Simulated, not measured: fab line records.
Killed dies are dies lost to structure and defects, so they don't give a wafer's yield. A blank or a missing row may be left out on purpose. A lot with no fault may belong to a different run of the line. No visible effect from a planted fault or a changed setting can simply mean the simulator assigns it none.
A struck lot beside a sound one ; flow n5_finfet ; 37 out of 1938 route steps
Sound: wafers L435.4, L435.5, L435.6. The struck wafers were L426.1, L426.2, L426.3. At the end, the cause is stated.
Each step with rows lists, per side, the tool, then ch with its chambers, then its first start. Under that, the readings that differ: sound wafers ; struck wafers ; difference of the means ; sigmas: that difference in standard deviations of wafers without a fault.
alike: a reading whose means differ by less than 2 such deviations, as well as words and numbers matching on both sides. not compared: withheld readings; readings where some wafer has no value; bounds like >300 that might hide an equal value; numbers whose values overlap and for which the record gives no deviation.
The two part at a step that has a row with sigmas, a row that says differs or no value, or rows on one side only. Numbers that don't overlap but have no deviation are shown without sigmas and don't part them. A reading that every wafer of one side lacks parts them only if that side has two wafers or more.

first, 9 steps without rows for these wafers: N5_BEOL_M4_ANNEAL_95 (time 240 s); N5_BEOL_M4_SPUTTER_96 (material Cu, target thk 4.5 nm, time 8.29 s); N5_BEOL_M4_ECD_50 (material Cu, target thk 300 nm); N5_BEOL_M4_ANNEAL_51 (time 90 s); N5_BEOL_M4_CMP_52 (polishes, stops on SiOC, t overpolish 6.8 s, target thk 40 nm); N5_BEOL_M4_PRE_CLEAN_60 (time 15 s); N5_BEOL_M4_CO_CAP_55 (material Co, precursor CCTBA/H2, target thk 2 nm, time 102.1 s); N5_BEOL_M4_PRE_CLEAN_56 (time 15 s); N5_BEOL_M4_DEP_57 (deposits SiCN from 3MS/NH3, target thk 8 nm, time 14 s).
N5_BEOL_M4_RC_MEAS_101:
  sound on prober-02 ch 0, day 12 21:28; struck on prober-01 ch 0, day 11 07:12
  alike: DIBL_N, DIBL_P, IOFF_N, IOFF_P, ION_N, ION_P, SS_N, SS_P, VT_N, VT_P
then, 24 steps without rows for these wafers: N5_BEOL_M5_ILD_DEP_00 (deposits SiCOH lowk from DEMS/porogen, target thk 140.64 nm, time 25.9 s); N5_BEOL_M5_CURE_79 (cures SiCOH lowk, time 240 s); N5_BEOL_M5_PECVD_70 (deposits SiO2 from TEOS/O2, target thk 16 nm, time 18 s); N5_BEOL_M5_HM_DEP_02 (deposits TiN, target thk 20 nm); N5_BEOL_M5_COAT_59 (time 60 s, resist thk 60 nm); N5_BEOL_M5_COAT_60 (time 60 s, resist thk 12 nm); N5_BEOL_M5_COAT_71 (time 60 s, resist thk 5 nm); N5_BEOL_M5_COAT_05 (resist thk 30 nm); N5_BEOL_M5_EBR_07; N5_BEOL_M5_SOFTBAKE_06 (time 60 s); N5_BEOL_M5_EXPOSE_08 (exposes mask M5, target cd 28 nm); N5_BEOL_M5_PEB_09 (peb time 60 s); N5_BEOL_M5_DEVELOP_10 (develop time 30 s); N5_BEOL_M5_DESCUM_16 (chemistry O2, time 7 s); N5_BEOL_M5_ETCH_72 (etches underlayer in N2/H2, target depth 6.5 nm, time 5.2 s); N5_BEOL_M5_ETCH_61 (etches SiARC in CF4, target depth 15.6 nm, time 26 s); N5_BEOL_M5_ETCH_62 (etches SOC in N2/H2, target depth 75 nm, overetch 15 nm, time 112.5 s); N5_BEOL_M5_STRIP_63 (strips in N2/H2); N5_BEOL_M5_STRIP_73 (strips in N2/H2); N5_BEOL_M5_STRIP_64 (strips in CF4); N5_BEOL_M5_HM_OPEN_17 (chemistry Cl2/BCl3, target TiN, target depth 20 nm, overetch 6 nm); N5_BEOL_M5_STRIP_19 (strips in O2); N5_BEOL_M5_COAT_65 (time 60 s, resist thk 60 nm); N5_BEOL_M5_COAT_66 (time 60 s, resist thk 12 nm).
-- record jumps: 4 days separate the struck wafers' starts on either side; left off in module BEOL_M5, taken up again in module BEOL_M14, whose first shown step is the route's number 1757 --
N5_BEOL_M14_ETCH_38: etches SiCN in CF4/N2, target depth 106.5 nm, time 120.6 s.
  sound on rie_diel-01 ch 0,1,3, day 16 12:40; struck on rie_diel-01 ch 0,1,3, day 15 02:28
  no value came back on the struck wafers for any of 8 readings (bias_w (W), cf4_flow_sccm (sccm) and others); on the sound wafers bias_w (W) reads 69.81 70.24 70.00
reading;sound;struck;difference;sigmas
model.SiO2_of_BEOL_M14_ILD_DEP_00.thk_nm (nm);1064 1054 1060;1101 1101 1099;+41;
  not compared: rf_hours_counter_h
N5_BEOL_M14_CMP_49: polishes, stops on SiO2, t overpolish 5.2 s, target thk 560 nm.
  sound on cmp-02 ch 1,2,3, day 16 14:17; struck on cmp-01 ch 0,1,2, day 15 03:41
reading;sound;struck;difference;sigmas
model.SiO2_of_BEOL_M14_ILD_DEP_00.thk_nm (nm);1049 1039 1045;1086 1086 1084;+41;
  alike: motor_current_A
N5_PASSIVATION_PROBE_49:
  sound: prober-02 at day 17 10:39; struck: prober-01 at day 16 01:16
reading;sound;struck;difference;sigmas
defect_limited_yield (%);91.3 90.1 91.4;0 0 0;-91;-65
killed_at_M4_up;10 18 8;1046 1057 1083;+1050;+99 or more
killed_dies;103 117 102;1180 1180 1180;+1073;+63
killed_on_rim;19 11 8;152 152 152;+139;+36
sort_bin_5_function (%);5.1 5.8 5.3;94.5 95.0 96.0;+89.8;+97
sort_n_pass;1077 1063 1078;0 0 0;-1073;-63
sort_yield_pct (%);91.3 90.1 91.4;0 0 0;-91;-65
  alike: killed_at_M0_to_M3, killed_at_contacts, killed_at_front_end, killed_at_other, killed_open, killed_short, sort_bin_6_memory

## WHERE THEY PART
Last at N5_PASSIVATION_PROBE_49 as far as this record goes, first at N5_BEOL_M14_ETCH_38.

WHY: what had been put in by the simulator
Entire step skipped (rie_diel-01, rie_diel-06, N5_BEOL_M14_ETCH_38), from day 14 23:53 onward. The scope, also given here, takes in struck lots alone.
